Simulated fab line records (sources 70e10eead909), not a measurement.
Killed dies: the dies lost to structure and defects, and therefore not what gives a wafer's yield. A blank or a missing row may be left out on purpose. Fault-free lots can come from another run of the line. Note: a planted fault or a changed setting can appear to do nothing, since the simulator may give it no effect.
A struck lot beside a sound one | flow nand-harc | 21 out of 1159 route steps
Sound: these wafers, L535.1, L535.4, L535.5. The struck wafers were L533.1, L533.2, L533.4. The cause comes at the end.
Each step with rows lists, per side, the tool, then ch with its chambers, then its first start. Under that, the readings that differ: sound wafers | struck wafers | difference of the means | sigmas: that difference in standard deviations of wafers without a fault.
alike: readings whose means differ by less than 2 such deviations, and words and numbers that are the same on both sides. not compared: withheld readings, readings that some wafer has no value for, bounds like >300 that may hide the same value, and numbers for which the record gives no deviation and whose values overlap.
A row with sigmas, a row that says differs or no value, or rows on one side alone: a step with any of these is where the two part. Non-overlapping numbers with no deviation appear without sigmas and do not part them. Lack of a reading on every wafer of one side parts them only where that side has two or more wafers.

first, 2 steps without rows for these wafers: NHARC_P_GATE_PEB_89 (peb time 85 s); NHARC_P_GATE_DEVELOP_90 (time 70 s).
NHARC_P_GATE_CD_MEAS_91 targets a cd of 2000 nm.
  sound on cd-sem-01 ch 0, day 8 18:56; struck on cd-sem-02 ch 0, day 9 01:39
  alike: cd-nm
then, 1 step without rows for these wafers: NHARC_P_GATE_HARDBAKE_92 (time 80 s).
NHARC_P_GATE_DESCUM_93: chemistry O2, time 3 s.
  sound on rie-diel-13 ch 2,3, day 8 19:06; struck on rie-diel-13 ch 0,2,3, day 9 01:50
  alike: drypump-motor-current-A, oes-product-au, rf-vpp-V, showerhead-plenum-p-Torr, throttle-valve-pct
  not compared: rf-hours-counter-h
then, 6 steps without rows for these wafers: NHARC_P_GATE_IMPLANT_94; NHARC_P_GATE_STRIP_113 (strips in N2/H2, time 740 s); NHARC_P_GATE_STRIP_95 (strips in O2); NHARC_P_GATE_STRIP_96 (strips in SPM, time 900 s); NHARC_P_GATE_RTA_64 (time 1 s); NHARC_P_GATE_ETCH_77 (etches SiO2 in dHF, target depth 6 nm).
NHARC_P_GATE_DEGAS_109: time 60 s.
  sound: pvd-sputter-02 at day 8 21:02; struck: pvd-sputter-02 at day 9 03:47
  alike: heater-power-w
NHARC_P_GATE_PRE_CLEAN_110: time 30 s.
  sound: pvd-sputter-02 at day 8 21:05; struck: pvd-sputter-02 at day 9 03:50
then, 2 steps without rows for these wafers: NHARC_P_GATE_SPUTTER_78 (material Ni, target thk 10 nm); NHARC_P_GATE_SPUTTER_79 (material TiN, target thk 10 nm).
NHARC_P_GATE_RTA_80: time 30 s.
  sound on rtp-anneal-02 ch 0, day 8 21:20; struck on rtp-anneal-02 ch 0, day 9 04:05
  alike: wafer_temp_C_max
then, 1 step without rows for these wafers: NHARC_P_GATE_STRIP_67 (strips in SPM, time 600 s).
NHARC_P_GATE_RTA_82: time 30 s.
  sound on rtp-anneal-01 ch 0, day 8 21:47; struck on rtp-anneal-01 ch 0, day 9 04:33
  alike: lamp-power-pct, lamp_zone_2_pct, lamp_zone_7_pct, wafer_temp_C_max
NHARC_P_GATE_INSPECT_68:
  sound: defect-inspect-01 at day 8 21:59; struck: defect-inspect-02 at day 9 04:44
  reading          | sound       | struck      | difference | sigmas
  raw-defect-count | 161 320 159 | 586 598 642 | +395       | +4
NHARC_P_CONTACT_DEP_30: deposits SiNx, target thk 30 nm.
  sound on pecvd-01 ch 0,2, day 8 22:07; struck on pecvd-02 ch 0,2, day 9 04:51
  reading            | sound       | struck      | difference | sigmas
  heater-power-w (W) | 854 851 751 | 628 543 657 | -209       | -2
-- break in the record here, with 13 days between the starts of the struck wafers on either side (left off in module P_CONTACT, picked up again in module END, where the first step shown is number 1159 on the route) --
NHARC_END_SORT_01:
  at this point the record logs the struck wafers (prober-01 ch 0, day 22 13:23) and has no rows for the sound ones

== WHERE THEY PART ==
Earliest at NHARC_P_GATE_INSPECT_68; latest, in this record, at NHARC_END_SORT_01.

WHY: the cause the simulator had injected
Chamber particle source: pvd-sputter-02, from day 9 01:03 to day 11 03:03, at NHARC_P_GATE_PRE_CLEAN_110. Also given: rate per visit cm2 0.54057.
